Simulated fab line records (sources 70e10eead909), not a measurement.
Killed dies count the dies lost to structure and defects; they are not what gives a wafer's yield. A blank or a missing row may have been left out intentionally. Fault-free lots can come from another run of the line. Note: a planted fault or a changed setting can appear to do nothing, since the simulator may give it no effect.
Chamber matching    flow nand-harc    3 sister chambers for NHARC_A_CONTACT_DEP_29 on pecvd-01
The step deposits SiON, target thk 70 nm. 20 wafers are shown with their chamber, then 10 later ones without.

== EACH WAFER AND ITS CHAMBER ==
wafer   chamber  showerhead-vpp-V (V)  heater-power-w (W)  rf-fwd-power-W (W)
L079.1  1        1175                  916                 347.1
L079.3  0        1147                  803                 348.1
L079.4  1        1183                  912                 349.5
L075.1  1        1190                  874                 347.1
L075.3  0        1149                  727                 348.9
L075.4  1        1194                  867                 348.2
L074.1  0        1155                  811                 348.0
L074.2  2        1072                  567                 346.4
L074.5  2        1091                  548                 347.8
L077.2  1        1206                  848                 347.7
L077.3  2        1096                  600                 349.1
L077.4  2        1072                  617                 348.7
L082.1  2        1083                  588                 348.3
L082.2  0        1140                  818                 348.9
L082.5  2        1088                  590                 349.2
L089.2  0        1137                  790                 349.5
L089.4  2        1075                  612                 347.3
L089.6  1        1186                  837                 348.1
L087.2  2        1079                  631                 347.1
L087.4  1        1188                  848                 349.7

SIGNATURES, as means of the wafers listed above
reading           chamber 0  chamber 1  chamber 2  scatter within a chamber
showerhead-vpp-V  1145.60    1188.86    1082.00    8.87
heater-power-w    789.80     871.71     594.12     31.1
rf-fwd-power-W    348.680    348.200    347.988    0.949
Rule: for each reading, subtract the chamber's mean from the wafer's reading, divide by that reading's scatter and square the result; add these up over the readings and take the root, which gives the wafer's distance from the chamber. The wafer belongs to the nearest chamber; if the next one is less than 2 further off, it can't be placed. How the scatter is found: for the shown wafers, subtract from each reading the mean of its chamber, square and add these, divide the total by (wafers less chambers), then take the root.

== WAFERS WITH NO CHAMBER GIVEN ==
wafer   showerhead-vpp-V (V)  heater-power-w (W)  rf-fwd-power-W (W)
L087.5  1159                  860                 348.1
L094.1  1085                  591                 347.8
L094.2  1147                  824                 346.6
L094.6  1145                  846                 346.6
L093.3  1076                  534                 350.7
L093.4  1189                  861                 346.6
L093.6  1125                  849                 347.5
L095.1  1191                  859                 347.8
L095.4  1173                  866                 348.9
L095.6  1086                  618                 346.8

== WHICH CHAMBER EACH WENT THROUGH ==
wafer    from the rows above       in truth
L087.5   can't be placed: 0 or 1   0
L094.1   2                         2
L094.2   0                         0
L094.6   0                         0
L093.3   2                         2
L093.4   1                         1
L093.6   0                         0
L095.1   1                         1
L095.4   1                         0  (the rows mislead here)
L095.6   2                         2
Placed correctly: 8 of 10. Can't be placed from these rows: 1 (the true chamber is among the candidates in 1). 1 placed wrongly.
